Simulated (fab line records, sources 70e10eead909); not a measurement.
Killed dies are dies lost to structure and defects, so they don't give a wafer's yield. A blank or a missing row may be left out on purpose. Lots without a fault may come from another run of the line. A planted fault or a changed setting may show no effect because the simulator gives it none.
fab line records | flow nand_harc
record lots=13 wafers=39 last_day=33
route steps=1302 shown P_ZERO_WELL@16 P_GATE@122 END@1302
lots that met no fault: from a run of the same line without faults
start_h: hours from the record's first day to the start of the lot's first wafer shown | wait_h: hours since the lot's step before | " the same as in the row above | L1.1+2: a row that stands for several wafers | - no value, or no start given | * or withheld: withheld | < > ~ a bound
route shown NAME@n: a module of which the file shows steps, and the number in the route of the first | usual: mean/standard deviation of fault-free wafers | same: alike in all rows | chamber/n: place in a boat | sites: the reading at each site | _std_site: their standard deviation | _edge_site: outer sites' mean less inner sites' | radius_mm: how far each site lies from the wafer's centre | mask NAME#n: copy n | behind: the tool/chamber that last shaped the wafer | hold: why the lot was held/for how many hours/how that ended | device: the transistor (n, p or np) that didn't switch | end of line: the same wafers' tests at the end of the route | a step without rows: its recipe alone | killed: dies lost to structure and defects at the first sort, not the wafer's yield | map: a wafer's dies, x killed, . not, _ none there
set.NAME: the setting as run; set.NAME@STEP: as run at that earlier step | model.NAME: the simulator's own value behind a step, which no gauge read
steps of the route over a sample of lots; a table a step, a row a wafer
services: from which hour (start_h, from the record's first day; less than 0 if before it) a tool's chamber was out of use, for how many hours, and why
## steps
# step NHARC_P_ZERO_WELL_DESCUM_13
# recipe time_s=3 o2_flow_sccm=200 ar_flow_sccm=0 bias_power_w=0 chemistry=O2
# usual drypump_motor_current_A=5.51/0.3 oes_product_au=0.997/0.013 rf_vpp_V=57.7/1 showerhead_plenum_p_Torr=1.91/0.089 throttle_valve_pct=11.312/0.0085
# columns lot.wafer tool chamber start_h wait_h drypump_motor_current_A oes_product_au rf_hours_counter_h rf_vpp_V showerhead_plenum_p_Torr throttle_valve_pct
L473.1 rie_diel-06 3 21.40 - 5.95 1.004 16 57.9 1.98 11.305
L473.4 " 2 " " 5.40 0.990 16 58.2 1.88 11.305
L473.6 " 3 " " 5.93 1.012 - 58.2 1.98 11.317
L474.2 rie_diel-02 3 31.29 - 5.24 0.985 56 57.6 1.97 11.313
L474.5 " 2 " " 5.88 0.997 - 56.5 2.03 11.303
L474.6 " 3 " " 5.26 0.983 - 57.7 1.97 11.313
L475.2 rie_diel-06 3 41.40 - 5.95 1.018 19 57.8 1.98 11.324
L475.5 " 2 " " 5.42 0.989 - 58.6 1.87 11.318
L475.6 " 3 " " 5.97 1.008 - 57.5 1.98 11.333
L476.2 rie_diel-03 1 51.41 - 5.86 0.983 38 59.0 1.77 11.295
L476.4 " 2 " " 5.44 0.970 39 59.6 1.98 11.296
L476.6 " 0 " " 5.19 0.995 - 57.7 1.81 11.328
L479.3 rie_diel-06 3 81.55 - 5.94 0.997 31 58.2 1.98 11.305
L479.1 " 1 " " 5.29 1.004 38 59.2 1.92 11.317
L479.5 " 2 " " 5.42 1.001 - 57.8 1.87 11.318
L480.3 rie_diel-03 1 91.41 - 5.82 0.991 56 55.8 1.76 11.311
L480.2 " 3 " " 5.57 1.006 47 57.5 1.93 11.318
L480.5 " 0 " " 5.19 1.001 - 57.3 1.81 11.306
L487.1 rie_diel-02 0 161.43 - 5.78 0.989 40 56.7 1.80 11.319
L487.2 " 2 " " 5.85 1.000 38 58.1 2.01 11.321
L487.5 " 3 " " 5.26 0.985 - 58.4 1.95 11.328
L488.1 rie_diel-03 3 171.42 - 5.61 1.003 26 58.5 1.92 11.317
L488.3 " 2 " " 5.44 0.977 26 57.5 1.97 11.302
L488.6 " 2 " " 5.44 0.968 - 57.0 1.97 11.308
L489.2 rie_diel-02 1 181.40 - 5.56 1.004 46 58.2 1.79 11.310
L489.3 " 2 " " 5.90 0.999 46 58.5 2.01 11.318
L489.6 " 2 " " 5.87 1.001 - 58.7 2.01 11.324
L490.1 rie_diel-03 2 191.39 - 5.38 0.974 31 58.4 1.97 11.307
L490.2 " 3 " " 5.65 0.996 31 58.9 1.92 11.316
L490.3 " 0 " " 5.17 0.984 31 56.1 1.80 11.306
L493.3 rie_diel-06 0 221.40 - 5.03 0.983 27 59.2 2.07 11.319
L493.4 " 1 " " 5.27 1.020 27 58.8 1.91 11.301
L493.1 " 3 " " 5.93 1.002 31 58.6 1.96 11.312
L494.3 rie_diel-06 3 231.29 - 5.95 1.009 33 57.0 1.96 11.313
L494.5 " 1 " " 5.26 1.017 - 58.1 1.91 11.304
L494.6 " 2 " " 5.41 1.002 - 56.6 1.86 11.311
L496.1 rie_diel-06 0 251.40 - 4.99 1.002 35 58.3 2.06 11.321
L496.2 " 2 " " 5.41 1.019 36 57.4 1.85 11.295
L496.5 " 0 " " 4.98 1.002 - 57.8 2.06 11.325
# step NHARC_P_ZERO_WELL_PEB_35
# recipe peb_temp_c=118 peb_time_s=85
# usual heater_power_total_W=163.93/0.26 plate_temp_C=117.97/0.13
# same peb_time_s=85
# columns lot.wafer tool chamber start_h wait_h heater_power_total_W plate_temp_C
L473.1 litho_track-05 0 24.08 0.1 164.09 118.16
L473.4 " 0 " " 163.68 118.08
L473.6 " 0 " " 164.13 118.22
L474.2 litho_track-05 0 33.76 0.1 163.77 117.78
L474.5 " 0 " " 163.79 117.79
L474.6 " 0 " " 164.02 117.84
L475.2 litho_track-05 0 43.88 0.1 163.74 118.07
L475.5 " 0 " " 164.04 118.11
L475.6 " 0 " " 163.86 118.12
L476.2 litho_track-05 0 54.02 0.1 164.30 117.86
L476.4 " 0 " " 164.10 118.00
L476.6 " 0 " " 163.88 118.02
L479.1 litho_track-05 0 84.42 0.1 163.79 118.01
L479.3 " 0 " " 163.59 117.89
L479.5 " 0 " " 164.23 117.96
L480.2 litho_track-05 0 94.15 0.1 164.02 118.08
L480.3 " 0 " " 164.08 117.94
L480.5 " 0 " " 163.59 117.97
L487.1 litho_track-05 0 164.07 0.1 166.74 119.79
L487.2 " 0 " " 166.83 119.58
L487.5 " 0 " " 167.17 119.69
L488.1 litho_track-05 0 173.97 0.1 167.29 119.76
L488.3 " 0 " " 166.65 119.65
L488.6 " 0 " " 166.80 119.70
L489.2 litho_track-05 0 184.71 0.1 167.14 119.54
L489.3 " 0 " " 166.89 119.62
L489.6 " 0 " " 166.68 119.57
L490.1 litho_track-02 0 193.93 0.1 163.75 117.88
L490.2 " 0 " " 164.08 118.15
L490.3 " 0 " " 164.31 118.14
L493.1 litho_track-02 0 224.17 0.1 164.04 117.83
L493.3 " 0 " " 163.70 118.07
L493.4 " 0 " " 163.71 117.69
L494.3 litho_track-02 0 234.04 0.1 163.91 117.63
L494.5 " 0 " " 164.34 117.80
L494.6 " 0 " " 164.19 117.89
L496.1 litho_track-02 0 254.13 0.1 164.50 117.83
L496.2 " 0 " " 164.17 117.86
L496.5 " 0 " " 163.70 117.78
# step NHARC_P_ZERO_WELL_CD_MEAS_37
# recipe target_cd_nm=720 landing_energy_ev=500
# usual cd_nm=719.5/2.5
# same landing_energy_ev=500
# columns lot.wafer tool chamber start_h wait_h cd_nm
L473.1 cd_sem-01 0 24.17 - 719.7
L473.4 " 0 " " 719.4
L473.6 " 0 " " 717.0
L474.2 cd_sem-03 0 33.85 - 720.2
L474.5 " 0 " " 715.5
L474.6 " 0 " " 717.5
L475.2 cd_sem-03 0 43.97 - 720.3
L475.5 " 0 " " 716.1
L475.6 " 0 " " 718.1
L476.2 cd_sem-02 0 54.11 - 716.7
L476.4 " 0 " " 715.7
L476.6 " 0 " " 718.9
L479.1 cd_sem-03 0 84.51 - 721.1
L479.3 " 0 " " 717.2
L479.5 " 0 " " 715.4
L480.2 cd_sem-01 0 94.25 - 719.3
L480.3 " 0 " " 717.6
L480.5 " 0 " " 720.6
L487.1 cd_sem-02 0 164.16 - 722.9
L487.2 " 0 " " 717.0
L487.5 " 0 " " 717.0
L488.1 cd_sem-02 0 174.06 - 719.4
L488.3 " 0 " " 722.0
L488.6 " 0 " " 717.3
L489.2 cd_sem-02 0 184.80 - 721.3
L489.3 " 0 " " 716.6
L489.6 " 0 " " 718.3
L490.1 cd_sem-02 0 194.02 - 722.3
L490.2 " 0 " " 723.8
L490.3 " 0 " " 719.3
L493.1 cd_sem-01 0 224.26 - 717.9
L493.3 " 0 " " 720.7
L493.4 " 0 " " 722.9
L494.3 cd_sem-01 0 234.13 - 718.5
L494.5 " 0 " " 722.8
L494.6 " 0 " " 723.1
L496.1 cd_sem-03 0 254.22 - 718.8
L496.2 " 0 " " 718.9
L496.5 " 0 " " 718.7
# step NHARC_P_GATE_CD_MEAS_11
# recipe target_cd_nm=1640 landing_energy_ev=500
# usual cd_nm=1641.7/2.9
# same landing_energy_ev=500
# columns lot.wafer tool chamber start_h wait_h cd_nm
L473.1 cd_sem-01 0 91.56 - 1643.6
L473.4 " 0 " " 1643.2
L473.6 " 0 " " 1639.4
L474.2 cd_sem-02 0 98.35 - 1639.3
L474.5 " 0 " " 1642.9
L474.6 " 0 " " 1645.3
L475.2 cd_sem-03 0 106.49 - 1638.2
L475.5 " 0 " " 1641.0
L475.6 " 0 " " 1639.7
L476.2 cd_sem-01 0 114.18 - 1640.8
L476.4 " 0 " " 1641.5
L476.6 " 0 " " 1643.2
L479.1 cd_sem-03 0 140.21 - 1642.6
L479.3 " 0 " " 1648.5
L479.5 " 0 " " 1642.5
L480.2 cd_sem-02 0 152.87 - 1641.1
L480.3 " 0 " " 1645.2
L480.5 " 0 " " 1639.5
L487.1 cd_sem-01 0 233.82 - 1642.6
L487.2 " 0 " " 1641.0
L487.5 " 0 " " 1645.9
L488.1 cd_sem-03 0 233.86 - 1637.9
L488.3 " 0 " " 1637.6
L488.6 " 0 " " 1642.3
L490.1 cd_sem-03 0 257.11 - 1639.8
L490.2 " 0 " " 1641.2
L490.3 " 0 " " 1640.8
L489.2 cd_sem-02 0 257.28 - 1644.5
L489.3 " 0 " " 1642.6
L489.6 " 0 " " 1642.4
L494.3 cd_sem-02 0 293.27 - 1642.8
L494.5 " 0 " " 1646.8
L494.6 " 0 " " 1642.7
L493.1 cd_sem-02 0 293.30 - 1642.8
L493.3 " 0 " " 1640.2
L493.4 " 0 " " 1641.3
L496.1 cd_sem-02 0 311.76 - 1636.0
L496.2 " 0 " " 1634.8
L496.5 " 0 " " 1635.4
# step NHARC_END_SORT_01
# recipe temp_c=25
# usual killed_at_array=61/24 killed_at_other=1.2/1.3 killed_at_periphery=3.7/2.6 killed_dies=66/23 killed_open=3.3/1.8 killed_short=2.4/1.6
# same gross_dies=677
# columns lot.wafer tool chamber start_h wait_h killed_at_array killed_at_other killed_at_periphery killed_dies killed_open killed_short
L488.1 prober-02 0 709.59 2.5 75 2 4 81 4 3
L488.6 prober-02 0 713.60 4.0 83 0 3 86 3 2
L494.3 prober-01 0 786.49 3.1 51 0 5 56 2 4
L494.5 prober-01 0 788.10 3.7 60 0 6 66 1 3
L494.6 prober-01 0 788.90 4.0 67 0 3 70 5 4
# killed by level:class
L488.1 A_CHANNEL_HOLE_D1:chamber_film_flake=34 A_CHANNEL_HOLE_D2:chamber_film_flake=23 A_CONTACT:chamber_film_flake=10 A_ZERO_WELL:chamber_film_flake=2 THIN_TSV:chamber_film_flake=2 P_GATE:geometric_particle:open=1 A_ONON_D2:geometric_particle:short=1 A_CHANNEL_FILL_D2:geometric_particle:short=1
L488.6 A_CHANNEL_HOLE_D1:chamber_film_flake=37 A_CHANNEL_HOLE_D2:chamber_film_flake=25 A_CONTACT:chamber_film_flake=12 P_CONTACT:geometric_particle:open=1 A_SOURCE_PLATE:geometric_particle:open=1 A_ONON_D1:geometric_particle:short=1 A_CHANNEL_FILL_D1:geometric_particle:short=1 A_DECK1_JOINT:geometric_particle:open=1
L494.3 A_SLIT:chamber_film_flake=28 A_CHANNEL_HOLE_D1:chamber_film_flake=13 A_CONTACT:chamber_film_flake=4 P_STI:chamber_film_flake=2 P_M0:geometric_particle:short=1 A_ONON_D1:geometric_particle:open=1 A_CHANNEL_HOLE_D1:geometric_particle:short=1 A_CHANNEL_FILL_D1:geometric_particle:short=1
L494.5 A_SLIT:chamber_film_flake=27 A_CHANNEL_HOLE_D1:chamber_film_flake=17 A_CONTACT:chamber_film_flake=8 P_STI:chamber_film_flake=3 A_CHANNEL_HOLE_D2:chamber_film_flake=3 A_SOURCE_PLATE:geometric_particle:short=2 A_ZERO_WELL:chamber_film_flake=2 P_CONTACT:geometric_particle:open=1
L494.6 A_SLIT:chamber_film_flake=27 A_CHANNEL_HOLE_D1:chamber_film_flake=17 A_ZERO_WELL:chamber_film_flake=6 A_CONTACT:chamber_film_flake=5 A_STAIRCASE:chamber_film_flake=4 A_ONON_D2:geometric_particle:short=2 A_M0:geometric_particle:open=2 P_CONTACT:geometric_particle:open=1
## services
# columns tool chamber start_h hours kind
rie_diel-06 0 11.30 - clean
rie_diel-06 1 11.30 - clean
rie_diel-06 2 11.30 - clean
rie_diel-06 3 11.30 - clean
rie_diel-03 0 19.88 5.5 repair
rie_diel-03 - 31.90 1.1 repair
rie_diel-06 0 35.80 - clean
rie_diel-06 1 35.80 - clean
rie_diel-06 2 35.80 - clean
rie_diel-06 3 35.80 - clean
rie_diel-02 - 39.70 9.0 pm
litho_track-02 - 52.00 7.0 pm
rie_diel-06 0 60.37 - clean
rie_diel-06 1 60.37 - clean
rie_diel-06 2 60.37 - clean
rie_diel-06 3 60.37 - clean
rie_diel-06 0 84.87 - clean
rie_diel-03 - 104.44 9.0 pm
litho_track-05 - 124.00 7.0 pm
rie_diel-06 - 130.25 9.0 pm
rie_diel-02 0 165.77 23.0 repair
rie_diel-06 0 205.30 7.9 repair
rie_diel-02 - 216.70 9.0 pm
litho_track-02 - 227.00 7.0 pm
## key
first_sign step=NHARC_P_ZERO_WELL_PEB_35 reading=plate_temp_C direction=up sigmas=13 usual=* struck=*
effect step=NHARC_P_ZERO_WELL_PEB_35 reading=heater_power_total_W direction=up sigmas=12 usual=* struck=*
met_at NHARC_P_ZERO_WELL_PEB_35
struck_lots L487,L488,L489
tester_left_out L487,L488,L489
not_acting_at NHARC_P_ZERO_WELL_DESCUM_13,NHARC_P_ZERO_WELL_CD_MEAS_37,NHARC_P_GATE_CD_MEAS_11
onset_between 94.15 164.07
fault kind=process_parameter_drift tool=litho_track-05 chamber=- onset_h=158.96 steps=NHARC_P_ZERO_WELL_PEB_35 channel=peb_temp_c offset=* shape=step end_h=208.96 acts_in=* stated=*
# tester_left_out: of these lots the tester's yield and bins aren't shown, on N5 and GAA mostly nor the transistor test; their killed dies are dies lost to structure and defects alone, not to doping, threshold or leakage, so they don't give the yield
